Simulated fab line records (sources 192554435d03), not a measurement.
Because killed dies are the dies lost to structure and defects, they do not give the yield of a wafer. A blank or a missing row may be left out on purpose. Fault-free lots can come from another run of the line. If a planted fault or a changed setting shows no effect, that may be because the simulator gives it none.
Lot-split experiment :: flow n5 finfet :: on a route of 1938 steps: 7 lots, 21 wafers read

THE SPLIT
At N5_BEOL_M4_TRENCH_ETCH_37 (etches SiOC in C4F6/O2, target depth 55.555 nm, time 29.2 s), the setting bias w was moved away from the recipe's 185 W on 6 of the 21 wafers read, by -13.8% to +8.1%. The other wafers ran this setting at the recipe's value.

The split's own step is where the reading is taken.

THE READING
rf vpp V, in V, at N5_BEOL_M4_TRENCH_ETCH_37 (etches SiOC in C4F6/O2, target depth 55.555 nm, time 29.2 s). A value of 665 V with a standard deviation of 13 V is what fault-free wafers of this fab line usually give.

wafer: L077.1
tool, chamber at the split: rie diel-06, 1
bias w as run, W: 185
against the recipe: recipe
rf vpp V, V: 654
against lot-mates on the recipe: -

wafer: L077.2
tool, chamber at the split: rie diel-06, 3
bias w as run, W: 185
against the recipe: recipe
rf vpp V, V: 670
against lot-mates on the recipe: -

wafer: L077.4
tool, chamber at the split: rie diel-06, 2
bias w as run, W: 185
against the recipe: recipe
rf vpp V, V: 668
against lot-mates on the recipe: -

wafer: L079.1
tool, chamber at the split: rie diel-04, 3
bias w as run, W: 185
against the recipe: recipe
rf vpp V, V: 670
against lot-mates on the recipe: -

wafer: L079.3
tool, chamber at the split: rie diel-04, 1
bias w as run, W: 185
against the recipe: recipe
rf vpp V, V: 640
against lot-mates on the recipe: -

wafer: L079.4
tool, chamber at the split: rie diel-04, 2
bias w as run, W: 185
against the recipe: recipe
rf vpp V, V: 682
against lot-mates on the recipe: -

wafer: L087.1
tool, chamber at the split: rie diel-05, 2
bias w as run, W: 185
against the recipe: recipe
rf vpp V, V: 690
against lot-mates on the recipe: -

wafer: L087.2
tool, chamber at the split: rie diel-05, 1
bias w as run, W: 185
against the recipe: recipe
rf vpp V, V: 642
against lot-mates on the recipe: -

wafer: L087.4
tool, chamber at the split: rie diel-05, 0
bias w as run, W: 185
against the recipe: recipe
rf vpp V, V: 674
against lot-mates on the recipe: -

wafer: L089.2
tool, chamber at the split: rie diel-04, 1
bias w as run, W: 160.9
against the recipe: -13.0%
rf vpp V, V: 572
against lot-mates on the recipe: -98

wafer: L089.3
tool, chamber at the split: rie diel-04, 2
bias w as run, W: 185
against the recipe: recipe
rf vpp V, V: 681
against lot-mates on the recipe: -

wafer: L089.6
tool, chamber at the split: rie diel-04, 0
bias w as run, W: 185
against the recipe: recipe
rf vpp V, V: 658
against lot-mates on the recipe: -

wafer: L093.3
tool, chamber at the split: rie diel-04, 3
bias w as run, W: 185
against the recipe: recipe
rf vpp V, V: 668
against lot-mates on the recipe: -

wafer: L093.5
tool, chamber at the split: rie diel-04, 0
bias w as run, W: 199.9
against the recipe: +8.1%
rf vpp V, V: 699
against lot-mates on the recipe: +31

wafer: L093.6
tool, chamber at the split: rie diel-04, 3
bias w as run, W: 199.9
against the recipe: +8.1%
rf vpp V, V: 710
against lot-mates on the recipe: +42

wafer: L092.2
tool, chamber at the split: rie diel-06, 3
bias w as run, W: 185
against the recipe: recipe
rf vpp V, V: 669
against lot-mates on the recipe: -

wafer: L092.4
tool, chamber at the split: rie diel-06, 2
bias w as run, W: 185
against the recipe: recipe
rf vpp V, V: 667
against lot-mates on the recipe: -

wafer: L092.5
tool, chamber at the split: rie diel-06, 1
bias w as run, W: 159.6
against the recipe: -13.7%
rf vpp V, V: 582
against lot-mates on the recipe: -86

wafer: L096.3
tool, chamber at the split: rie diel-06, 1
bias w as run, W: 185
against the recipe: recipe
rf vpp V, V: 653
against lot-mates on the recipe: -

wafer: L096.4
tool, chamber at the split: rie diel-06, 0
bias w as run, W: 159.5
against the recipe: -13.8%
rf vpp V, V: 588
against lot-mates on the recipe: -65

wafer: L096.6
tool, chamber at the split: rie diel-06, 2
bias w as run, W: 159.5
against the recipe: -13.8%
rf vpp V, V: 593
against lot-mates on the recipe: -60

FIT RESULTS
A straight line over all 21 wafers: rf vpp V changes by +5.78 V for each +1% of bias w; r = +0.94; the points scatter about the line by 13 V.
The same after taking each lot's own level away (the mean of its wafers on the recipe; 21 wafers): +5.43 V for each +1%; r = +0.93; scatter 14 V.
That fit puts the effect of the largest move of bias w on the reading at 75 V.
Across the lots, their own levels run from 653.0 to 669.5 V, a range of 1.3 times the standard deviation given above.
Consequently the slope shifts little with the lot-to-lot level, the two slopes agreeing.
Check: -79.4 V against its lot-mates is what the line predicts for one of the wafers moved furthest among these (-13.8%) when that wafer is left out of the fit. Against them it came out at -65 V.
Tool readings at the split's step, against how far the setting was moved: rf vpp V r = +0.94.

THESE WAFERS: OTHER SPLITS
These wafers also went through other splits before the reading. Each is held against what the fit with the lots' levels taken away leaves over:
other split on the same wafers: N5_BEOL_M4_ILD_DEP_00 time s
wafers away from the commonest value: 8
r with rf vpp V (lot level and that fit taken away): +0.12

other split on the same wafers: N5_BEOL_M4_COAT_62 spin rpm
wafers away from the commonest value: 6
r with rf vpp V (lot level and that fit taken away): +0.08

THE FILE'S OWN FIT
rf vpp V changes by +5.88 V for each +1% of bias w, r = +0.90.
